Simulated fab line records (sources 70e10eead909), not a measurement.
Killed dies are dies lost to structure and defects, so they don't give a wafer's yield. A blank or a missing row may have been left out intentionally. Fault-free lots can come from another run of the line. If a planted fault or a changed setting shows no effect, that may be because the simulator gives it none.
A lot that was struck, set against a sound lot :: flow nand_harc :: 14 out of 1159 route steps
Sound: the wafers L857.1, L857.2, L857.3. Struck: wafers L845.3, L845.4, L845.6. The cause is named last.
At each step with rows: each side's tool, then ch and its chambers, then its first start. Under that, the readings that differ: sound wafers :: struck wafers :: difference of the means :: sigmas: that difference in standard deviations of wafers without a fault.
alike: words and numbers the same on both sides, and readings whose means are apart by under 2 such deviations; not compared: readings that were withheld, readings missing a value for some wafer, numbers with overlapping values and no deviation given by the record, and bounds like >300 which may hide the same value.
Wherever a step has rows on one side only, a row that says differs or no value, or a row with sigmas, the two part there. Non-overlapping numbers with no deviation appear without sigmas and do not part them. A reading that every wafer of one side lacks parts them only if that side has two wafers or more.

first, 5 steps without rows for these wafers: NHARC_A_STAIRCASE_EBR_246; NHARC_A_STAIRCASE_EXPOSE_247 (exposes mask SDS 1); NHARC_A_STAIRCASE_PEB_248 (peb time 130 s); NHARC_A_STAIRCASE_DEVELOP_249 (time 140 s); NHARC_A_STAIRCASE_HARDBAKE_251 (time 140 s).
NHARC_A_STAIRCASE_DESCUM_252: chemistry O2, time 3 s.
  sound on rie_diel-11 ch 0,1,2, day 14 14:35; struck on rie_diel-11 ch 0,2, day 11 13:39
  alike: chamber_pressure_mTorr, drypump_motor_current_A, oes_product_au, rf_vpp_V, showerhead_plenum_p_Torr, throttle_valve_pct
  not compared: rf_hours_counter_h
NHARC_A_STAIRCASE_ETCH_253: etches the open film in C4F8/O2, target depth 50 nm, time 20.2 s.
  sound on rie_diel-11 ch 0,1,3, day 14 14:41; struck on rie_diel-11 ch 0,3, day 11 13:44
  alike: chamber_pressure_mTorr, oes_product_au, rf_vpp_V
  not compared: rf_hours_counter_h
NHARC_A_STAIRCASE_STRIP_254: strips in O2.
  sound on plasma_asher-02 ch 0,1, day 14 14:46; struck on plasma_asher-01 ch 0,1, day 11 13:55
  alike: drypump_motor_current_A, heater_power_w
  not compared: rf_hours_counter_h
then, 3 steps without rows for these wafers: NHARC_A_STAIRCASE_STRIP_255 (strips in SPM, time 900 s); NHARC_A_STAIRCASE_PRECLEAN_256 (cleans in SC1); NHARC_A_STAIRCASE_SRD_257.
NHARC_A_STAIRCASE_HM_DEP_456: deposits aC, target thk 1500 nm.
  sound on acl_dep-02 ch 0, day 14 15:36; struck on acl_dep-03 ch 0, day 11 17:55
  alike: throttle_valve_pct
NHARC_A_STAIRCASE_DEP_259: deposits SiON, target thk 30 nm.
  sound on pecvd-01 ch 0,1,2, day 14 17:26; struck on pecvd-03 ch 0,1, day 11 19:13
  alike: heater_power_w
  not compared: since_wet_clean_h
-- the record jumps here: 8 days lie between the struck wafers' starts before and after (it left off in module A_STAIRCASE and takes up again in module END, whose first step shown is number 1159 of the route) --
NHARC_END_SORT_01:
  sound on prober-02 ch 0, day 22 08:57; struck on prober-01 ch 0, day 20 02:40
reading: killed_at_array
sound: 65 37 51
struck: 36 26 22
difference: -23
sigmas: -2
  alike: killed_at_other, killed_at_periphery, killed_dies, killed_open, killed_short

WHERE THEY PART
Only at NHARC_END_SORT_01, as far as this record shows.

WHY: whatever the simulator had introduced
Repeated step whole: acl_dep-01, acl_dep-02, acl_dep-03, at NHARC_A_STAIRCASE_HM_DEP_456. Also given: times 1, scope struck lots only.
